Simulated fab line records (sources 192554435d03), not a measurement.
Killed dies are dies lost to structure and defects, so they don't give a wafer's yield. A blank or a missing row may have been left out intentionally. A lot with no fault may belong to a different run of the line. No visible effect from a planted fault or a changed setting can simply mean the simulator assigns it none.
Split-lot trial :: flow n5Finfet :: 7 lots, 21 wafers read, on a route of 1938 steps

## ON THE SPLIT
At N5_BEOL_M9_ETCH_62 (etches SOC in N2/H2, target depth 110 nm, overetch 22 nm, time 165 s), the setting timeS was moved away from the recipe's 165 s on 10 of the 21 wafers read, by -18.1% to +21.4%. This setting was run at the recipe's value on the other wafers.

The reading is taken at the split's own step.

## THE READING
SiARC_of_BEOL_M9_COAT_60.thkNm (the simulator's own value, which no gauge read), in nm, at N5_BEOL_M9_ETCH_62 (etches SOC in N2/H2, target depth 110 nm, overetch 22 nm, time 165 s). No usual value for it is given in the file. Here, 11 wafers ran the recipe; their average is 23.5 nm with a standard deviation of 0.27 nm.

wafer: L074.2
tool, chamber at the split: rieDiel-05, 3
timeS as run, s: 165
against the recipe: recipe
SiARC_of_BEOL_M9_COAT_60.thkNm, nm: 23.4
against lot-mates on the recipe: -

wafer: L074.3
tool, chamber at the split: rieDiel-05, 2
timeS as run, s: 145.8
against the recipe: -11.6%
SiARC_of_BEOL_M9_COAT_60.thkNm, nm: 24.6
against lot-mates on the recipe: +1.2

wafer: L074.4
tool, chamber at the split: rieDiel-05, 1
timeS as run, s: 145.8
against the recipe: -11.6%
SiARC_of_BEOL_M9_COAT_60.thkNm, nm: 24.2
against lot-mates on the recipe: +0.8

wafer: L080.2
tool, chamber at the split: rieDiel-04, 3
timeS as run, s: 135.1
against the recipe: -18.1%
SiARC_of_BEOL_M9_COAT_60.thkNm, nm: 24.6
against lot-mates on the recipe: +0.6

wafer: L080.3
tool, chamber at the split: rieDiel-04, 0
timeS as run, s: 135.1
against the recipe: -18.1%
SiARC_of_BEOL_M9_COAT_60.thkNm, nm: 24.4
against lot-mates on the recipe: +0.4

wafer: L080.6
tool, chamber at the split: rieDiel-04, 1
timeS as run, s: 165
against the recipe: recipe
SiARC_of_BEOL_M9_COAT_60.thkNm, nm: 24
against lot-mates on the recipe: -

wafer: L082.4
tool, chamber at the split: rieDiel-05, 2
timeS as run, s: 145.3
against the recipe: -11.9%
SiARC_of_BEOL_M9_COAT_60.thkNm, nm: 24.6
against lot-mates on the recipe: +1.1

wafer: L082.5
tool, chamber at the split: rieDiel-05, 0
timeS as run, s: 165
against the recipe: recipe
SiARC_of_BEOL_M9_COAT_60.thkNm, nm: 23.4
against lot-mates on the recipe: -

wafer: L082.6
tool, chamber at the split: rieDiel-05, 3
timeS as run, s: 165
against the recipe: recipe
SiARC_of_BEOL_M9_COAT_60.thkNm, nm: 23.6
against lot-mates on the recipe: -

wafer: L086.1
tool, chamber at the split: rieDiel-04, 2
timeS as run, s: 165
against the recipe: recipe
SiARC_of_BEOL_M9_COAT_60.thkNm, nm: 23
against lot-mates on the recipe: -

wafer: L086.4
tool, chamber at the split: rieDiel-04, 3
timeS as run, s: 165
against the recipe: recipe
SiARC_of_BEOL_M9_COAT_60.thkNm, nm: 23.4
against lot-mates on the recipe: -

wafer: L086.5
tool, chamber at the split: rieDiel-04, 1
timeS as run, s: 165
against the recipe: recipe
SiARC_of_BEOL_M9_COAT_60.thkNm, nm: 23.8
against lot-mates on the recipe: -

wafer: L089.1
tool, chamber at the split: rieDiel-04, 3
timeS as run, s: 165
against the recipe: recipe
SiARC_of_BEOL_M9_COAT_60.thkNm, nm: 23.4
against lot-mates on the recipe: -

wafer: L089.4
tool, chamber at the split: rieDiel-04, 0
timeS as run, s: 165
against the recipe: recipe
SiARC_of_BEOL_M9_COAT_60.thkNm, nm: 23.2
against lot-mates on the recipe: -

wafer: L089.6
tool, chamber at the split: rieDiel-04, 1
timeS as run, s: 200.3
against the recipe: +21.4%
SiARC_of_BEOL_M9_COAT_60.thkNm, nm: 22.4
against lot-mates on the recipe: -0.9

wafer: L091.1
tool, chamber at the split: rieDiel-02, 1
timeS as run, s: 165
against the recipe: recipe
SiARC_of_BEOL_M9_COAT_60.thkNm, nm: 23.6
against lot-mates on the recipe: -

wafer: L091.4
tool, chamber at the split: rieDiel-02, 0
timeS as run, s: 150.1
against the recipe: -9.0%
SiARC_of_BEOL_M9_COAT_60.thkNm, nm: 24.4
against lot-mates on the recipe: +0.8

wafer: L091.6
tool, chamber at the split: rieDiel-02, 1
timeS as run, s: 150.1
against the recipe: -9.0%
SiARC_of_BEOL_M9_COAT_60.thkNm, nm: 24.2
against lot-mates on the recipe: +0.6

wafer: L093.3
tool, chamber at the split: rieDiel-05, 3
timeS as run, s: 165
against the recipe: recipe
SiARC_of_BEOL_M9_COAT_60.thkNm, nm: 23.8
against lot-mates on the recipe: -

wafer: L093.4
tool, chamber at the split: rieDiel-05, 1
timeS as run, s: 142.6
against the recipe: -13.6%
SiARC_of_BEOL_M9_COAT_60.thkNm, nm: 24.6
against lot-mates on the recipe: +0.8

wafer: L093.6
tool, chamber at the split: rieDiel-05, 2
timeS as run, s: 142.6
against the recipe: -13.6%
SiARC_of_BEOL_M9_COAT_60.thkNm, nm: 24.8
against lot-mates on the recipe: +1.0

THE FIT
A straight line over all 21 wafers: SiARC_of_BEOL_M9_COAT_60.thkNm changes by -0.0646 nm for each +1% of timeS; r = -0.91; the points scatter about the line by 0.27 nm.
The same after taking each lot's own level away (the mean of its wafers on the recipe; 21 wafers): -0.0503 nm for each +1%; r = -0.85; scatter 0.29 nm.
Per that fit: largest timeS move, reading shift of 1.1 nm.
Measured against the standard deviation above, the lots' own levels, which go from 23.30 to 24.00 nm, span 2.5 times it.
So the slope is not independent of the lot-to-lot level: the two fits are not the same.
Check: -1.08 nm against its lot-mates is what the line predicts for one of the wafers moved furthest among these (+21.4%) when that wafer is left out of the fit. Against them it came out at -0.9 nm.

## THESE WAFERS: OTHER SPLITS
Before the reading, these wafers also passed through other splits. Each is held against what the fit with the lots' levels taken away leaves over:
other split on the same wafers: N5_BEOL_M3_COAT_68 spinRpm
wafers away from the commonest value: 4
r with SiARC_of_BEOL_M9_COAT_60.thkNm (lot level and that fit taken away): -0.04

other split on the same wafers: N5_BEOL_M6_COAT_59 spinRpm
wafers away from the commonest value: 5
r with SiARC_of_BEOL_M9_COAT_60.thkNm (lot level and that fit taken away): -0.12

other split on the same wafers: N5_BEOL_M6_ETCH_61 biasW
wafers away from the commonest value: 5
r with SiARC_of_BEOL_M9_COAT_60.thkNm (lot level and that fit taken away): +0.00

other split on the same wafers: N5_BEOL_M6_ETCH_66 biasW
wafers away from the commonest value: 3
r with SiARC_of_BEOL_M9_COAT_60.thkNm (lot level and that fit taken away): -0.07

other split on the same wafers: N5_BEOL_M7_ETCH_41 sourceW
wafers away from the commonest value: 7
r with SiARC_of_BEOL_M9_COAT_60.thkNm (lot level and that fit taken away): +0.11

other split on the same wafers: N5_BEOL_M8_COAT_64 spinRpm
wafers away from the commonest value: 7
r with SiARC_of_BEOL_M9_COAT_60.thkNm (lot level and that fit taken away): +0.14

other split on the same wafers: N5_BEOL_M8_COAT_22 spinRpm
wafers away from the commonest value: 9
r with SiARC_of_BEOL_M9_COAT_60.thkNm (lot level and that fit taken away): +0.23

## THE FILE'S OWN FIT
SiARC_of_BEOL_M9_COAT_60.thkNm changes by -0.0539 nm for each +1% of timeS, r = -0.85.
